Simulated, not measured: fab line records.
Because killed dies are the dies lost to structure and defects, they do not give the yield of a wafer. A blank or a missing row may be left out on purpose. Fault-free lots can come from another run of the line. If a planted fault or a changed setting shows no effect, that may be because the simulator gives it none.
A struck lot beside a sound one / flow nand harc / 42 steps out of a route of 1302
Sound: wafers L927.2, L927.3, L927.4. Wafers L919.1, L919.2, L919.4 were the ones struck. At the end, the cause is stated.
Per side, at each step with rows, come the tool, then ch with its chambers, and then its first start. Under that, the readings that differ: sound wafers / struck wafers / difference of the means / sigmas: that difference in standard deviations of wafers without a fault.
alike: readings whose means differ by less than 2 such deviations, and words and numbers that are the same on both sides. not compared: withheld readings, readings that some wafer has no value for, bounds like >300 that may hide the same value, and numbers for which the record gives no deviation and whose values overlap.
The two part at a step that has a row with sigmas, a row that says differs or no value, or rows on one side only. Non-overlapping numbers with no deviation appear without sigmas and do not part them. A reading that every wafer of one side lacks parts them only if that side has two wafers or more.

first, 3 steps without rows for these wafers: NHARC_A_CHANNEL_HOLE_D1_STRIP_41 (strips in N2/H2); NHARC_A_CHANNEL_HOLE_D1_STRIP_42 (strips in CF4/CHF3); NHARC_A_CHANNEL_HOLE_D1_STRIP_43 (strips in O2/COS).
NHARC_A_CHANNEL_HOLE_D1_ETCH_44: etches the open film in CF4/O2, target depth 140 nm, overetch 14 nm, time 77 s.
  sound on rie diel-07 ch 0,1,2, day 16 09:28; struck on rie diel-07 ch 1,2,3, day 13 04:15
reading=rf hours counter h (h); sound=7 7 7; struck=15 17 13; difference=+8; sigmas=
  alike: drypump motor current A, oes_ar_750_au, oes product au, rf vpp V, showerhead plenum p Torr, throttle valve pct
then, 3 steps without rows for these wafers: NHARC_A_CHANNEL_HOLE_D1_STRIP_27 (strips in O2); NHARC_A_CHANNEL_HOLE_D1_PRECLEAN_28 (cleans in SC1); NHARC_A_CHANNEL_HOLE_D1_SRD_29.
NHARC_A_CHANNEL_HOLE_D1_CD_MEAS_30:
  sound on cd sem-02, day 16 10:16; struck on cd sem-02, day 13 05:02
  alike: cd nm
NHARC_A_CHANNEL_HOLE_D1_XSEM_31:
  sound on xsem-01 ch 0, day 16 10:20; struck on xsem-01 ch 0, day 13 05:08
  alike: bot cd nm, bow nm, tilt deg
NHARC_A_CHANNEL_HOLE_D1_INSPECT_40:
  sound on defect inspect-01, day 16 10:26; struck on defect inspect-02, day 13 05:13
  alike: raw defect count
then, 2 steps without rows for these wafers: NHARC_A_CHANNEL_FILL_D1_PRECLEAN_00 (cleans in SC1); NHARC_A_CHANNEL_FILL_D1_SRD_01.
NHARC_A_CHANNEL_FILL_D1_ALD_02: deposits SiO2, target thk 6 nm, pulse time 10 s, ald cycles 60.
  sound on ald hk-03 ch 0,2,3, day 16 10:38; struck on ald hk-04 ch 0,1,2, day 13 05:29
reading=ald cycles; sound=60 60 60; struck=72 72 72; difference=+12; sigmas=
  alike: heater power w, precursor pulse height rel
NHARC_A_CHANNEL_FILL_D1_ALD_03: deposits SiNx, target thk 6 nm, pulse time 60 s, ald cycles 58.
  sound: ald sin batch-03 ch 0; struck: ald sin batch-03 ch 0
  alike: ald cycles, chamber pressure Torr, precursor pulse height rel
then, 2 steps without rows for these wafers: NHARC_A_CHANNEL_FILL_D1_ALD_14 (deposits SiO2, target thk 2.5 nm, pulse time 10 s, ald cycles 25); NHARC_A_CHANNEL_FILL_D1_ALD_15 (deposits SiNx, target thk 2 nm, pulse time 60 s, ald cycles 19).
NHARC_A_CHANNEL_FILL_D1_ALD_16: deposits SiO2, target thk 1.5 nm, pulse time 10 s, ald cycles 15.
  sound on ald hk-04 ch 0,2,3, day 16 23:55; struck on ald hk-04 ch 0,1,2, day 13 17:43
  alike: ald cycles, heater power w, precursor pulse height rel
then, 9 steps without rows for these wafers: NHARC_A_CHANNEL_FILL_D1_ANNEAL_17 (time 1800 s); NHARC_A_CHANNEL_FILL_D1_CVD_18 (deposits poly-Si, target thk 3 nm); NHARC_A_CHANNEL_FILL_D1_ETCHBACK_19 (etches the open film in HBr/Cl2, target depth 5 nm, time 1.7 s); NHARC_A_CHANNEL_FILL_D1_ETCHBACK_20 (etches the open film in C4F8/O2/Ar, target depth 27 nm, time 13.5 s); NHARC_A_CHANNEL_FILL_D1_STRIP_28 (strips in O2, time 20 s); NHARC_A_CHANNEL_FILL_D1_PRECLEAN_21 (cleans in dHF, time 30 s); NHARC_A_CHANNEL_FILL_D1_SRD_23; NHARC_A_CHANNEL_FILL_D1_CVD_05 (deposits poly-Si, target thk 5 nm); NHARC_A_CHANNEL_FILL_D1_ANNEAL_22 (time 7200 s).
NHARC_A_CHANNEL_FILL_D1_THK_MEAS_06: measures by ellipsometry.
  sound on film metro-02, day 17 23:27; struck on film metro-01, day 14 15:14
  alike: thk nm
then, 6 steps without rows for these wafers: NHARC_A_CHANNEL_FILL_D1_ALD_25 (deposits SiOx, target thk 60 nm, pulse time 10 s, ald cycles 600); NHARC_A_CHANNEL_FILL_D1_ETCHBACK_08 (etches the open film in C4F8, target depth 220 nm, time 110 s); NHARC_A_CHANNEL_FILL_D1_STRIP_29 (strips in O2, time 20 s); NHARC_A_CHANNEL_FILL_D1_PRECLEAN_30 (cleans in dHF, time 30 s); NHARC_A_CHANNEL_FILL_D1_SRD_31; NHARC_A_CHANNEL_FILL_D1_CVD_09 (deposits poly-Si, target thk 150 nm, time 3000 s).
NHARC_A_CHANNEL_FILL_D1_CMP_10: polishes, target thk 150 nm.
  sound on cmp-01 ch 0,1,2, day 18 10:59; struck on cmp-04 ch 1,2,3, day 15 02:34
  alike: motor current A, time to endpoint s
next, for these wafers, 1 step has no rows: NHARC_A_CHANNEL_FILL_D1_SRD_12.
NHARC_A_CHANNEL_FILL_D1_INSPECT_13:
  sound on defect inspect-02, day 18 11:24; struck on defect inspect-01, day 15 02:59
  alike: raw defect count
then, 4 steps without rows for these wafers: NHARC_A_DECK1_JOINT_ETCHBACK_07 (etches the open film in HBr, target depth 105 nm, time 26.9 s); NHARC_A_DECK1_JOINT_ETCH_25 (etches SiO2 in dHF, target depth 0.5 nm); NHARC_A_DECK1_JOINT_ETCH_19 (etches poly-Si in TMAH, target depth 3 nm); NHARC_A_DECK1_JOINT_ETCH_18 (etches SiO2 in dHF, target depth 3 nm).
-- record jumps: 13 days between struck wafers' starts before vs after; left off in module A_DECK1_JOINT, resumes in module END, first step shown is number 1301 of the route --
NHARC_END_WLT_00:
  sound on prober-01, day 32 01:38; struck on prober-02, day 28 03:36
reading=VT_DECK1_BOTTOM_INNER; sound=0.884 0.877 0.878; struck=0.894 0.892 0.900; difference=+0.016; sigmas=+2
reading=VT_DECK1_MEDIAN_NEAR_BOTTOM; sound=0.874 0.879 0.878; struck=0.897 0.893 0.893; difference=+0.017; sigmas=+3
reading=VT_DECK1_MEDIAN_NEAR_BOTTOM_INNER; sound=0.871 0.877 0.877; struck=0.905 0.892 0.893; difference=+0.022; sigmas=+3
reading=VT_DECK1_MIDDLE; sound=0.887 0.884 0.887; struck=0.911 0.900 0.901; difference=+0.018; sigmas=+3
reading=VT_DECK1_MIDDLE_INNER; sound=0.883 0.894 0.888; struck=0.906 0.907 0.912; difference=+0.020; sigmas=+3
reading=VT_DECK1_TOP; sound=0.903 0.907 0.901; struck=0.925 0.915 0.925; difference=+0.018; sigmas=+3
reading=VT_DECK1_TOP_INNER; sound=0.904 0.904 0.901; struck=0.913 0.914 0.918; difference=+0.012; sigmas=+2
reading=VT_DECK2_MEDIAN_NEAR_BOTTOM; sound=0.882 0.872 0.877; struck=0.858 0.866 0.861; difference=-0.015; sigmas=-2
  alike: VT_DECK1_BOTTOM, VT_DECK2_BOTTOM, VT_DECK2_BOTTOM_INNER, VT_DECK2_MEDIAN_NEAR_BOTTOM_INNER, VT_DECK2_MIDDLE, VT_DECK2_MIDDLE_INNER, VT_DECK2_TOP, VT_DECK2_TOP_INNER
next, for these wafers, 1 step has no rows: NHARC_END_SORT_01.

== WHERE THEY PART ==
At NHARC_END_WLT_00 and nowhere else, as far as this record goes.

WHY: what had been put in by the simulator
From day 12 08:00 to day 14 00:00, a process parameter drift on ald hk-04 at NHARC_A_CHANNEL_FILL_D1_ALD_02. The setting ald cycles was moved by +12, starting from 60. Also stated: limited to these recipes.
